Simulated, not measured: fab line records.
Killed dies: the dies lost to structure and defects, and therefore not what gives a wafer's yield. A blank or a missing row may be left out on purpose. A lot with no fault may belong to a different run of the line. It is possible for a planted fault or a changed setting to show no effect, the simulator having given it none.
Matching of chambers / flow n5Finfet / pecvd-03 running N5_BEOL_M5_PECVD_70: 3 sister chambers
The step deposits SiO2 from TEOS/O2, target thk 16 nm, time 18 s. 6 wafers are shown with their chamber, then 9 later ones without.

== EACH WAFER AND ITS CHAMBER ==
wafer=L083.5; chamber=1; showerheadPlenumPTorr (Torr)=8.86; throttleValvePct (%)=22.0
wafer=L084.3; chamber=0; showerheadPlenumPTorr (Torr)=8.84; throttleValvePct (%)=22.5
wafer=L084.5; chamber=1; showerheadPlenumPTorr (Torr)=8.84; throttleValvePct (%)=22.2
wafer=L085.3; chamber=2; showerheadPlenumPTorr (Torr)=8.73; throttleValvePct (%)=20.6
wafer=L085.4; chamber=0; showerheadPlenumPTorr (Torr)=8.86; throttleValvePct (%)=22.4
wafer=L085.6; chamber=2; showerheadPlenumPTorr (Torr)=8.73; throttleValvePct (%)=20.8

== WAFERS WHOSE CHAMBER IS MISSING ==
wafer=L091.1; showerheadPlenumPTorr (Torr)=8.87; throttleValvePct (%)=22.5
wafer=L091.3; showerheadPlenumPTorr (Torr)=8.84; throttleValvePct (%)=22.0
wafer=L091.4; showerheadPlenumPTorr (Torr)=8.86; throttleValvePct (%)=21.9
wafer=L096.1; showerheadPlenumPTorr (Torr)=8.84; throttleValvePct (%)=22.6
wafer=L096.3; showerheadPlenumPTorr (Torr)=8.74; throttleValvePct (%)=21.1
wafer=L096.6; showerheadPlenumPTorr (Torr)=8.87; throttleValvePct (%)=21.8
wafer=L095.1; showerheadPlenumPTorr (Torr)=8.76; throttleValvePct (%)=21.2
wafer=L095.4; showerheadPlenumPTorr (Torr)=8.85; throttleValvePct (%)=22.6
wafer=L095.6; showerheadPlenumPTorr (Torr)=8.72; throttleValvePct (%)=21.0

== EACH ONE'S CHAMBER ==
wafer=L091.1; from the rows above=can't be placed: 0 or 1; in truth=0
wafer=L091.3; from the rows above=1; in truth=1
wafer=L091.4; from the rows above=1; in truth=1
wafer=L096.1; from the rows above=0; in truth=0
wafer=L096.3; from the rows above=2; in truth=2
wafer=L096.6; from the rows above=1; in truth=1
wafer=L095.1; from the rows above=2; in truth=2
wafer=L095.4; from the rows above=0; in truth=0
wafer=L095.6; from the rows above=2; in truth=2
Correctly placed: 8 of 9. These rows do not allow placing 1 (true chamber among the candidates in 1). Number placed wrongly: 0.
How it was worked out, from the rows above alone: a wafer's distance from a chamber is the root of the sum, over the readings, of the square of ((its reading less the chamber's mean) divided by the reading's scatter). The wafer belongs to the nearest chamber; if the next one is less than 2 further off, it can't be placed. For every chamber, the mean is computed from those of its wafers that are shown. The scatter: the root of (the sum of the squares of (reading less its chamber's mean) over the shown wafers, divided by (wafers less chambers)).
